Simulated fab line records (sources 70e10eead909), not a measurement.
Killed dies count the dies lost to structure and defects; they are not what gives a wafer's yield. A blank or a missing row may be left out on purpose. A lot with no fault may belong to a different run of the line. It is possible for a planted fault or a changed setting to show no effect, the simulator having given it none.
Comparing a struck lot with a sound one    flow nand harc    14 steps out of a route of 1302
Sound: these wafers, L728.1, L728.5, L728.6. Wafers struck: L722.3, L722.4, L722.6. The cause is given at the end.
Order at every step that has rows: each side's tool, ch and its chambers, its first start. Under that, the readings that differ: sound wafers    struck wafers    difference of the means    sigmas: that difference in standard deviations of wafers without a fault.
alike: a reading whose means differ by less than 2 such deviations, as well as words and numbers matching on both sides. not compared: withheld readings; readings where some wafer has no value; bounds like >300 that might hide an equal value; numbers whose values overlap and for which the record gives no deviation.
A row with sigmas, a row that says differs or no value, or rows on one side alone: a step with any of these is where the two part. Numbers that don't overlap but have no deviation are shown without sigmas and don't part them. A reading missing from all wafers of one side parts the sides only when that side holds two or more wafers.

NHARC_A_ZERO_WELL_INSPECT_17:
  sound on defect inspect-01 at day 12 01:56; struck on defect inspect-01 at day 9 18:26
  alike: raw defect count
then, 3 steps without rows for these wafers: NHARC_A_SOURCE_PLATE_PRECLEAN_00 (cleans in HF-LAST, time 60 s); NHARC_A_SOURCE_PLATE_SRD_01; NHARC_A_SOURCE_PLATE_OXIDE_02 (material SiO2, target thk 10 nm, ox time 1362 s).
NHARC_A_SOURCE_PLATE_THK_MEAS_09: measures by ellipsometry.
  sound on film metro-01 at day 12 09:40; struck on film metro-02 at day 10 01:46
  alike: thk nm
then, 3 steps without rows for these wafers: NHARC_A_SOURCE_PLATE_PVD_04 (deposits WSi2, target thk 50 nm); NHARC_A_SOURCE_PLATE_CVD_03 (deposits poly-Si, target thk 200 nm, time 4000 s); NHARC_A_SOURCE_PLATE_ANNEAL_05 (time 1800 s).
NHARC_A_SOURCE_PLATE_THK_MEAS_06: measures by ellipsometry.
  sound on film metro-01 at day 12 22:14; struck on film metro-01 at day 10 20:17
  alike: thk nm
NHARC_A_SOURCE_PLATE_INSPECT_08:
  sound on defect inspect-01 at day 12 22:18; struck on defect inspect-02 at day 10 20:21
  alike: raw defect count
NHARC_A_ONON_D1_DEP_00: target thk 1000 nm.
  sound on pecvd onon-04 ch 0, day 12 22:22; struck on pecvd onon-01 ch 0, day 10 20:32
NHARC_A_ONON_D1_THK_MEAS_02: measures by ellipsometry.
  sound on film metro-01 at day 12 22:52; struck on film metro-01 at day 10 20:55
reading      sound           struck          difference  sigmas
thk nm (nm)  1013 1015 1014  1264 1264 1265  +250        +25
after that, 1 step with no rows for these wafers: NHARC_A_ONON_D1_DEP_03 (target thk 1000 nm).
NHARC_END_SORT_01:
  the record has rows for the sound wafers here (prober-01 ch 0, day 29 22:43) and none for the struck ones

WHERE THEY PART
First at NHARC_A_ONON_D1_THK_MEAS_02; last, within this record, at NHARC_END_SORT_01.

WHY: whatever the simulator had introduced
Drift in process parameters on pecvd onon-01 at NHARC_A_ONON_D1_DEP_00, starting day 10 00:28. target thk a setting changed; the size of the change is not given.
